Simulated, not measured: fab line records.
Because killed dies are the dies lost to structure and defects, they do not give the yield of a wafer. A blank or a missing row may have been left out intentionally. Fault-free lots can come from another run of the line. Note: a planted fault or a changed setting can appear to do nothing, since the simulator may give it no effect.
Matching of chambers || flow nand-harc || NHARC_P_GATE_STRIP_108 on rie-diel-12 has 4 sister chambers
The step strips in O2. 8 wafers are shown with their chamber, then 9 later ones without.

EACH WAFER AND ITS CHAMBER
{"wafer": "L077.5", "chamber": 1, "drypump-motor-current-A (A)": 6.0, "showerhead-plenum-p-Torr (Torr)": 3.49}
{"wafer": "L084.5", "chamber": 1, "drypump-motor-current-A (A)": 6.0, "showerhead-plenum-p-Torr (Torr)": 3.48}
{"wafer": "L087.1", "chamber": 2, "drypump-motor-current-A (A)": 5.4, "showerhead-plenum-p-Torr (Torr)": 3.56}
{"wafer": "L087.3", "chamber": 0, "drypump-motor-current-A (A)": 6.7, "showerhead-plenum-p-Torr (Torr)": 3.51}
{"wafer": "L087.5", "chamber": 3, "drypump-motor-current-A (A)": 6.3, "showerhead-plenum-p-Torr (Torr)": 3.32}
{"wafer": "L086.1", "chamber": 2, "drypump-motor-current-A (A)": 5.4, "showerhead-plenum-p-Torr (Torr)": 3.56}
{"wafer": "L086.5", "chamber": 0, "drypump-motor-current-A (A)": 6.6, "showerhead-plenum-p-Torr (Torr)": 3.51}
{"wafer": "L086.6", "chamber": 3, "drypump-motor-current-A (A)": 6.3, "showerhead-plenum-p-Torr (Torr)": 3.32}

WAFERS WITH NO CHAMBER GIVEN
{"wafer": "L085.1", "drypump-motor-current-A (A)": 6.6, "showerhead-plenum-p-Torr (Torr)": 3.51}
{"wafer": "L085.3", "drypump-motor-current-A (A)": 6.3, "showerhead-plenum-p-Torr (Torr)": 3.32}
{"wafer": "L085.5", "drypump-motor-current-A (A)": 6.3, "showerhead-plenum-p-Torr (Torr)": 3.32}
{"wafer": "L091.1", "drypump-motor-current-A (A)": 6.3, "showerhead-plenum-p-Torr (Torr)": 3.31}
{"wafer": "L091.3", "drypump-motor-current-A (A)": 6.0, "showerhead-plenum-p-Torr (Torr)": 3.48}
{"wafer": "L091.6", "drypump-motor-current-A (A)": 6.3, "showerhead-plenum-p-Torr (Torr)": 3.32}
{"wafer": "L095.4", "drypump-motor-current-A (A)": 5.4, "showerhead-plenum-p-Torr (Torr)": 3.55}
{"wafer": "L095.5", "drypump-motor-current-A (A)": 6.6, "showerhead-plenum-p-Torr (Torr)": 3.50}
{"wafer": "L095.6", "drypump-motor-current-A (A)": 6.3, "showerhead-plenum-p-Torr (Torr)": 3.31}

WHICH CHAMBER EACH ONE RAN IN
{"wafer": "L085.1", "from the rows above": 0, "in truth": 0}
{"wafer": "L085.3", "from the rows above": 3, "in truth": 3}
{"wafer": "L085.5", "from the rows above": 3, "in truth": 3}
{"wafer": "L091.1", "from the rows above": 3, "in truth": 3}
{"wafer": "L091.3", "from the rows above": 1, "in truth": 1}
{"wafer": "L091.6", "from the rows above": 3, "in truth": 3}
{"wafer": "L095.4", "from the rows above": 2, "in truth": 2}
{"wafer": "L095.5", "from the rows above": 0, "in truth": 0}
{"wafer": "L095.6", "from the rows above": 3, "in truth": 3}
9 of 9 placed correctly. From these rows, 0 cannot be placed. Placed wrongly: 0.
How it was worked out, from the rows above alone: a wafer's distance from a chamber is the root of the sum, over the readings, of the square of ((its reading less the chamber's mean) divided by the reading's scatter). If the next closest chamber is less than 2 further off than the closest, the wafer can't be placed; otherwise it belongs to the closest. Each chamber's mean is taken over the wafers shown for it. The scatter: the root of (the sum of the squares of (reading less its chamber's mean) over the shown wafers, divided by (wafers less chambers)).
